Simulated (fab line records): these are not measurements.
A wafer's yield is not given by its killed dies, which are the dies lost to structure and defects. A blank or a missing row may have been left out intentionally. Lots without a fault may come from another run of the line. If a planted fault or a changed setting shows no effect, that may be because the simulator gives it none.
A single fault, viewed from 2 desks || flow n5 finfet || only its own numbers are on each desk; what lay behind them is given at the end

AT THE METROLOGY DESK
Lot by lot, what the gauges showed, no matter which tool ran the lot: averages of those sampled wafers that carry a number. Any lot whose mean is over 4 standard deviations away from the usual mean is out of limits and marked OUT; that distance is given in the brackets. 7 of its 11 readings are shown, namely those furthest out on some lot.
Columns: A = VIA_MOL_THK at N5_MOL_CONTACT_COAG_THK_MEAS_53, usual 44.2 nm; B = DIBL_N at N5_BEOL_M4_RC_MEAS_101, usual 35.9 mV/V; C = DIBL_P at N5_BEOL_M4_RC_MEAS_101, usual 35.9 mV/V; D = IOFF_N at N5_BEOL_M4_RC_MEAS_101, usual 0.155 nA/um; E = IOFF_P at N5_BEOL_M4_RC_MEAS_101, usual 0.201 nA/um; F = ION_N at N5_BEOL_M4_RC_MEAS_101, usual 672 uA/um; G = ION_P at N5_BEOL_M4_RC_MEAS_101, usual 460 uA/um
{"lot": "L993", "first seen here": "day 6 00:52", "A": 44.4, "B": 36.6, "C": 35.9, "D": 0.150, "E": 0.193, "F": 670, "G": 459}
{"lot": "L994", "first seen here": "day 6 14:34", "A": 43.7, "B": 35.9, "C": 36.2, "D": 0.168, "E": 0.212, "F": 675, "G": 458}
{"lot": "L996", "first seen here": "day 6 19:01", "A": 44.3, "B": 35.1, "C": 36.5, "D": 0.146, "E": 0.176, "F": 670, "G": 456}
{"lot": "L997", "first seen here": "day 7 00:26", "A": 44.5, "B": 34.4, "C": 34.1, "D": 0.133, "E": 0.150, "F": 668, "G": 448}
{"lot": "L100", "first seen here": "day 7 23:14", "A": 44.6, "B": 35.6, "C": 36.0, "D": 0.143, "E": 0.195, "F": 667, "G": 464}
{"lot": "L101", "first seen here": "day 8 12:08", "A": 46.0, "B": 33.8, "C": 36.3, "D": 0.149, "E": 0.208, "F": 671, "G": 465}
{"lot": "L102", "first seen here": "day 8 12:46", "A": 45.6, "B": 36.2, "C": 34.4, "D": 0.136, "E": 0.178, "F": 670, "G": 459}
{"lot": "L110", "first seen here": "day 10 04:38", "A": 43.7, "B": 38.4, "C": 39.1, "D": 0.198, "E": 0.247, "F": 684, "G": 465}
{"lot": "L113", "first seen here": "day 11 06:20", "A": 44.4, "B": 34.7, "C": 33.7, "D": 0.128, "E": 0.184, "F": 657, "G": 455}
This desk found nothing out of limits on any of the 9 lots.

DESK OF THE TOOL OWNER: pecvd-02
The tool's own readings at N5_MOL_CONTACT_COAG_PECVD_31 (deposits SiO2 from TEOS/O2, target thk 46 nm, time 8.9 s): means of the sampled wafers that have a number, for each lot that ran on this tool. Any lot whose mean is over 4 standard deviations away from the usual mean is out of limits and marked OUT; that distance is given in the brackets.
Columns: A = susceptor temp C at N5_MOL_CONTACT_COAG_PECVD_31, usual 399.97 C
{"lot": "L996", "first seen here": "day 6 15:13", "A": 399.94}
{"lot": "L997", "first seen here": "day 6 20:38", "A": 399.72}
{"lot": "L100", "first seen here": "day 7 19:49", "A": 399.84}
{"lot": "L101", "first seen here": "day 8 08:07", "A": "393.38 (-30) OUT"}
{"lot": "L102", "first seen here": "day 8 08:21", "A": "393.32 (-30) OUT"}
This desk's verdict: out of limits on L101, L102, starting with L101 at day 8 08:07 (susceptor temp C at N5_MOL_CONTACT_COAG_PECVD_31). L996, L997, L100: within limits.

BROUGHT TOGETHER
An alarm could have come from the tool owner's desk at day 8 08:07, on L101, L102.
At the metrology desk, nothing out of limits was observed.
The metrology desk holds a record of L101, L102, inside its limits.
Every lot named ran N5_MOL_CONTACT_COAG_PECVD_31 on pecvd-02.

WHAT HAD BEEN PUT IN BY THE SIMULATOR
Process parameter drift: pecvd-02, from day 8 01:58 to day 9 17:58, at N5_MOL_CONTACT_COAG_PECVD_31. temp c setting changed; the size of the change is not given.
Struck lots among those shown: L101, L102.
How many hours passed from the start of the fault until each desk's first out-of-limits reading: the tool owner's desk, 6.
